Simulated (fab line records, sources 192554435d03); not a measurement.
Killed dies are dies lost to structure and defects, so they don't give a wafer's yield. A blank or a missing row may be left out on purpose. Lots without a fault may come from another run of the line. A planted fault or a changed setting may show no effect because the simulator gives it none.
Which tool did it? | flow n5_finfet | 24 lots, 72 wafers sampled, at 5 steps of a route of 1938

WHAT THE GAUGES READ, wafer by wafer
N5_BEOL_M6_INSPECT_13: inspects for defects (brightfield).
lot  | measured     | on                | raw_defect_count
L074 | day 8 08:37  | defect_inspect-02 | 408 311 391
L076 | day 8 19:32  | defect_inspect-02 | 317 484 383
L075 | day 8 23:53  | defect_inspect-02 | 576 538 735
L077 | day 9 02:14  | defect_inspect-02 | 276 409 288
L078 | day 9 10:05  | defect_inspect-02 | 257 263 302
L079 | day 9 19:23  | defect_inspect-01 | 387 356 509
L081 | day 9 23:33  | defect_inspect-02 | 523 463 512
L080 | day 10 03:25 | defect_inspect-01 | 406 478 502
L082 | day 10 10:24 | defect_inspect-01 | 368 376 272
L083 | day 10 19:44 | defect_inspect-01 | 241 285 217
L084 | day 10 19:58 | defect_inspect-01 | 267 460 321
L085 | day 11 16:52 | defect_inspect-02 | 310 312 307
L086 | day 11 10:38 | defect_inspect-02 | 220 217 320
L088 | day 11 19:26 | defect_inspect-01 | 306 413 274
L087 | day 11 23:55 | defect_inspect-02 | 317 388 388
L089 | day 12 05:47 | defect_inspect-01 | 512 514 364
L091 | day 12 22:13 | defect_inspect-01 | 753 852 688
L093 | day 13 06:28 | defect_inspect-02 | 600 589 473
L090 | day 13 08:13 | defect_inspect-01 | 476 357 503
L092 | day 13 17:00 | defect_inspect-02 | 373 316 469
L094 | day 14 01:19 | defect_inspect-01 | 396 364 433
L095 | day 14 02:43 | defect_inspect-02 | 377 454 373
L096 | day 14 05:57 | defect_inspect-02 | 584 673 548
L097 | day 14 14:25 | defect_inspect-01 | 425 438 391

N5_BEOL_M6_CD_MEAS_18: pitch 80 nm, target cd 40 nm.
lot  | measured     | on        | cd_nm (nm)
L074 | day 8 09:09  | cd_sem-01 | 39.7 39.9 38.4
L076 | day 8 20:10  | cd_sem-01 | 40.5 39.6 40.3
L075 | day 9 00:25  | cd_sem-01 | 39.6 41.1 39.6
L077 | day 9 03:01  | cd_sem-02 | 40.3 40.4 40.9
L078 | day 9 10:35  | cd_sem-01 | 39.2 39.7 39.3
L079 | day 9 19:55  | cd_sem-01 | 39.2 40.4 40.0
L081 | day 10 00:24 | cd_sem-03 | 40.3 39.8 40.5
L080 | day 10 04:01 | cd_sem-03 | 39.3 39.2 39.2
L082 | day 10 10:53 | cd_sem-03 | 41.0 39.6 39.4
L083 | day 10 21:19 | cd_sem-02 | 40.6 39.1 40.1
L084 | day 10 21:34 | cd_sem-01 | 38.3 39.1 39.8
L085 | day 11 17:22 | cd_sem-01 | 39.3 40.9 39.2
L086 | day 11 11:08 | cd_sem-01 | 39.4 40.9 40.2
L088 | day 11 19:55 | cd_sem-02 | 38.6 40.2 41.0
L087 | day 12 00:28 | cd_sem-01 | 40.1 38.5 40.0
L089 | day 12 06:22 | cd_sem-03 | 40.4 39.5 40.6
L091 | day 12 22:47 | cd_sem-01 | 40.4 39.8 40.1
L093 | day 13 08:00 | cd_sem-02 | 39.4 40.1 39.3
L090 | day 13 09:20 | cd_sem-01 | 40.2 39.6 39.4
L092 | day 13 18:02 | cd_sem-01 | 40.4 39.3 40.5
L094 | day 14 01:48 | cd_sem-02 | 39.5 38.7 40.1
L095 | day 14 03:14 | cd_sem-01 | 40.3 39.4 39.7
L096 | day 14 06:43 | cd_sem-03 | 40.0 40.5 40.7
L097 | day 14 14:55 | cd_sem-03 | 38.8 40.4 40.2

WHICH TOOL RAN EACH LOT (tool, then ch and the chambers of the sampled wafers, then the start)
lot  | N5_BEOL_M5_STRIP_36                | N5_BEOL_M5_STRIP_91                           | N5_BEOL_M5_SPUTTER_88
L074 | rie_diel-01 ch 0,2, day 7 23:36    | rie_diel-01 ch 0,2, day 8 04:29 or earlier    | pvd_sputter-03, day 8 04:29
L076 | rie_diel-01 ch 2,3, day 8 10:34    | rie_diel-01 ch 2,3, day 8 15:26 or earlier    | pvd_sputter-01, day 8 15:26
L075 | rie_diel-06 ch 0,3, day 8 13:02    | rie_diel-06 ch 0,3, day 8 17:48 or earlier    | pvd_sputter-03, day 8 17:48
L077 | rie_diel-01 ch 0,2, day 8 17:15    | rie_diel-01 ch 0,2, day 8 22:23 or earlier    | pvd_sputter-03, day 8 22:23
L078 | rie_diel-03 ch 0,1,2, day 9 01:38  | rie_diel-03 ch 0,1,2, day 9 06:29 or earlier  | pvd_sputter-02, day 9 06:29
L079 | rie_diel-01 ch 0,2, day 9 08:47    | rie_diel-01 ch 0,2, day 9 13:37 or earlier    | pvd_sputter-03, day 9 13:37
L081 | rie_diel-06 ch 0,1, day 9 14:24    | rie_diel-06 ch 0,1, day 9 19:13 or earlier    | pvd_sputter-03, day 9 19:13
L080 | rie_diel-03 ch 0,2,3, day 9 18:21  | rie_diel-03 ch 0,2,3, day 9 23:31 or earlier  | pvd_sputter-01, day 9 23:31
L082 | rie_diel-06 ch 0,1, day 10 02:23   | rie_diel-06 ch 0,1, day 10 06:59 or earlier   | pvd_sputter-01, day 10 06:59
L083 | rie_diel-03 ch 0,2,3, day 10 09:35 | rie_diel-03 ch 0,2,3, day 10 14:44 or earlier | pvd_sputter-02, day 10 14:44
L084 | rie_diel-06 ch 1,2,3, day 10 09:48 | rie_diel-06 ch 1,2,3, day 10 15:32 or earlier | pvd_sputter-03, day 10 15:32
L085 | rie_diel-03 ch 0,1,3, day 10 19:03 | rie_diel-03 ch 0,1,3, day 11 01:13 or earlier | pvd_sputter-01, day 11 01:13
L086 | rie_diel-01 ch 2,3, day 11 00:17   | rie_diel-01 ch 2,3, day 11 05:50 or earlier   | pvd_sputter-02, day 11 05:50
L088 | rie_diel-06 ch 0,1,2, day 11 09:34 | rie_diel-06 ch 0,1,2, day 11 14:52 or earlier | pvd_sputter-03, day 11 14:52
L087 | rie_diel-06 ch 1,2,3, day 11 12:14 | rie_diel-06 ch 1,2,3, day 11 20:07 or earlier | pvd_sputter-02, day 11 20:07
L089 | rie_diel-06 ch 0,1,3, day 11 18:07 | rie_diel-06 ch 0,1,3, day 11 23:41 or earlier | pvd_sputter-03, day 11 23:41
L091 | rie_diel-03 ch 1,2,3, day 12 11:10 | rie_diel-03 ch 1,2,3, day 12 17:14 or earlier | pvd_sputter-01, day 12 17:14
L093 | rie_diel-03 ch 0,2,3, day 12 21:28 | rie_diel-03 ch 0,2,3, day 13 02:23 or earlier | pvd_sputter-01, day 13 02:23
L090 | rie_diel-03 ch 0,2,3, day 12 21:54 | rie_diel-03 ch 0,2,3, day 13 03:08 or earlier | pvd_sputter-02, day 13 03:08
L092 | rie_diel-01 ch 2,3, day 13 08:22   | rie_diel-01 ch 2,3, day 13 13:04 or earlier   | pvd_sputter-03, day 13 13:04
L094 | rie_diel-06 ch 1,2,3, day 13 14:38 | rie_diel-06 ch 1,2,3, day 13 19:21 or earlier | pvd_sputter-01, day 13 19:21
L095 | rie_diel-06 ch 0,2,3, day 13 17:28 | rie_diel-06 ch 0,2,3, day 13 23:04 or earlier | pvd_sputter-03, day 13 23:04
L096 | rie_diel-03 ch 0,3, day 13 20:04   | rie_diel-03 ch 0,3, day 14 01:18 or earlier   | pvd_sputter-02, day 14 01:18
L097 | rie_diel-01 ch 0,2,3, day 14 04:54 | rie_diel-01 ch 0,2,3, day 14 09:41 or earlier | pvd_sputter-02, day 14 09:41
- N5_BEOL_M5_STRIP_36: strips in N2/H2.
- N5_BEOL_M5_STRIP_91: strips in N2/H2, time 10 s.
- N5_BEOL_M5_SPUTTER_88: material Cu, target thk 15 nm, time 27.62 s.

WHAT THE TOOLS THEMSELVES READ (means of the sampled wafers that have a number; where no wafer has one, the mark that the record gives instead)
N5_BEOL_M5_STRIP_36.
lot  | tool        | drypump_motor_current_A (A) | oes_product_au (a.u.) | rf_vpp_V (V) | showerhead_plenum_p_Torr (Torr) | throttle_valve_pct (%)
L074 | rie_diel-01 | 5.5                         | 0.72                  | 59.2         | 2.56                            | 23.9
L076 | rie_diel-01 | 5.4                         | 0.74                  | 59.6         | 2.62                            | 24.1
L075 | rie_diel-06 | 6.1                         | 0.77                  | 59.0         | 2.38                            | 23.4
L077 | rie_diel-01 | 5.5                         | 0.71                  | 58.4         | 2.56                            | 23.9
L078 | rie_diel-03 | 6.3                         | 0.71                  | 58.5         | 2.56                            | 23.8
L079 | rie_diel-01 | 5.4                         | 0.72                  | 60.1         | 2.59                            | 23.9
L081 | rie_diel-06 | 6.5                         | 0.80                  | 59.0         | 2.52                            | 23.4
L080 | rie_diel-03 | 6.0                         | 0.75                  | 58.6         | 2.57                            | 23.7
L082 | rie_diel-06 | 6.5                         | 0.83                  | 58.9         | 2.61                            | 23.5
L083 | rie_diel-03 | 5.9                         | 0.73                  | 58.5         | 2.57                            | 23.7
L084 | rie_diel-06 | 6.0                         | 0.88                  | 58.3         | 2.50                            | 23.6
L085 | rie_diel-03 | 6.2                         | 0.72                  | 60.2         | 2.50                            | 23.8
L086 | rie_diel-01 | 5.4                         | 0.74                  | 59.5         | 2.59                            | 24.3
L088 | rie_diel-06 | 6.2                         | 0.85                  | 58.4         | 2.53                            | 23.6
L087 | rie_diel-06 | 6.0                         | 0.86                  | 59.0         | 2.50                            | 23.6
L089 | rie_diel-06 | 6.3                         | 0.78                  | 59.7         | 2.49                            | 23.5
L091 | rie_diel-03 | 6.3                         | 0.70                  | 58.0         | 2.49                            | 23.6
L093 | rie_diel-03 | 5.9                         | 0.72                  | 59.8         | 2.56                            | 23.7
L090 | rie_diel-03 | 5.9                         | 0.72                  | 57.9         | 2.56                            | 23.7
L092 | rie_diel-01 | 5.4                         | 0.72                  | 56.3         | 2.60                            | 24.1
L094 | rie_diel-06 | 6.0                         | 0.84                  | 59.6         | 2.49                            | 23.7
L095 | rie_diel-06 | 6.0                         | 0.80                  | 59.9         | 2.40                            | 23.6
L096 | rie_diel-03 | 5.8                         | 0.73                  | 58.6         | 2.57                            | 23.9
L097 | rie_diel-01 | 5.4                         | 0.80                  | 59.2         | 2.56                            | 24.1

N5_BEOL_M5_STRIP_91.
lot  | tool        | drypump_motor_current_A (A) | oes_product_au (a.u.) | rf_vpp_V (V) | showerhead_plenum_p_Torr (Torr) | throttle_valve_pct (%)
L074 | rie_diel-01 | 5.5                         | 0.71                  | 58.9         | 2.56                            | 23.9
L076 | rie_diel-01 | 5.4                         | 0.75                  | 59.5         | 2.62                            | 24.1
L075 | rie_diel-06 | 6.1                         | 0.77                  | 58.7         | 2.38                            | 23.4
L077 | rie_diel-01 | 5.5                         | 0.70                  | 58.7         | 2.56                            | 23.9
L078 | rie_diel-03 | 6.3                         | 0.72                  | 59.1         | 2.56                            | 23.8
L079 | rie_diel-01 | 5.4                         | 0.71                  | 59.3         | 2.60                            | 23.9
L081 | rie_diel-06 | 6.5                         | 0.79                  | 59.4         | 2.52                            | 23.4
L080 | rie_diel-03 | 6.0                         | 0.75                  | 58.7         | 2.57                            | 23.7
L082 | rie_diel-06 | 6.5                         | 0.82                  | 58.9         | 2.61                            | 23.5
L083 | rie_diel-03 | 5.9                         | 0.73                  | 59.2         | 2.57                            | 23.7
L084 | rie_diel-06 | 6.0                         | 0.88                  | 58.6         | 2.50                            | 23.6
L085 | rie_diel-03 | 6.2                         | 0.73                  | 59.2         | 2.50                            | 23.8
L086 | rie_diel-01 | 5.4                         | 0.75                  | 58.7         | 2.59                            | 24.3
L088 | rie_diel-06 | 6.2                         | 0.86                  | 59.5         | 2.53                            | 23.6
L087 | rie_diel-06 | 6.0                         | 0.86                  | 58.5         | 2.50                            | 23.7
L089 | rie_diel-06 | 6.3                         | 0.78                  | 59.3         | 2.49                            | 23.5
L091 | rie_diel-03 | 6.3                         | 0.70                  | 58.7         | 2.49                            | 23.6
L093 | rie_diel-03 | 5.9                         | 0.73                  | 58.6         | 2.56                            | 23.7
L090 | rie_diel-03 | 6.0                         | 0.72                  | 59.6         | 2.56                            | 23.7
L092 | rie_diel-01 | 5.4                         | 0.72                  | 59.3         | 2.60                            | 24.1
L094 | rie_diel-06 | 6.0                         | 0.84                  | 59.1         | 2.49                            | 23.7
L095 | rie_diel-06 | 6.0                         | 0.80                  | 60.3         | 2.40                            | 23.6
L096 | rie_diel-03 | 5.8                         | 0.74                  | 59.1         | 2.57                            | 24.0
L097 | rie_diel-01 | 5.4                         | 0.80                  | 58.5         | 2.56                            | 24.1

N5_BEOL_M5_SPUTTER_88.
lot  | tool           | throttle_valve_pct (%)
L074 | pvd_sputter-03 | 31.4
L076 | pvd_sputter-01 | 29.0
L075 | pvd_sputter-03 | 31.3
L077 | pvd_sputter-03 | 31.4
L078 | pvd_sputter-02 | 29.8
L079 | pvd_sputter-03 | 31.6
L081 | pvd_sputter-03 | 31.4
L080 | pvd_sputter-01 | 28.9
L082 | pvd_sputter-01 | 28.1
L083 | pvd_sputter-02 | 30.2
L084 | pvd_sputter-03 | 31.3
L085 | pvd_sputter-01 | 28.2
L086 | pvd_sputter-02 | 30.6
L088 | pvd_sputter-03 | 31.3
L087 | pvd_sputter-02 | 30.3
L089 | pvd_sputter-03 | 31.3
L091 | pvd_sputter-01 | 30.0
L093 | pvd_sputter-01 | 28.8
L090 | pvd_sputter-02 | 29.9
L092 | pvd_sputter-03 | 31.5
L094 | pvd_sputter-01 | 28.9
L095 | pvd_sputter-03 | 31.1
L096 | pvd_sputter-02 | 29.8
L097 | pvd_sputter-02 | 30.6

THE ANSWER, worked out from the rows above alone
Rule: what is usual is taken from the lots themselves. Put in order of their means at a reading, lots are off if they are a third of the lots or fewer, leave a main group of 4 or more, and stand apart from it by a gap of 3 or more times the standard deviation of the main group's means; of several such gaps the widest counts. A main group whose means are all the same, to the digits that the tables above print for the reading, isn't used. A lot without any number at a reading at which 4 lots or more have one is off too. The other lots that the step has rows for count as sound. The gauges are gone through in route order, then the tools' own readings, and for those a lot's mean is taken as printed above. The first step at which some lot is off is used, and at that step the reading that is off furthest; a lot without a number counts as furthest.
No lot is off at any reading shown: from this, nothing can be told.

WHAT THE SIMULATOR HAD PUT IN
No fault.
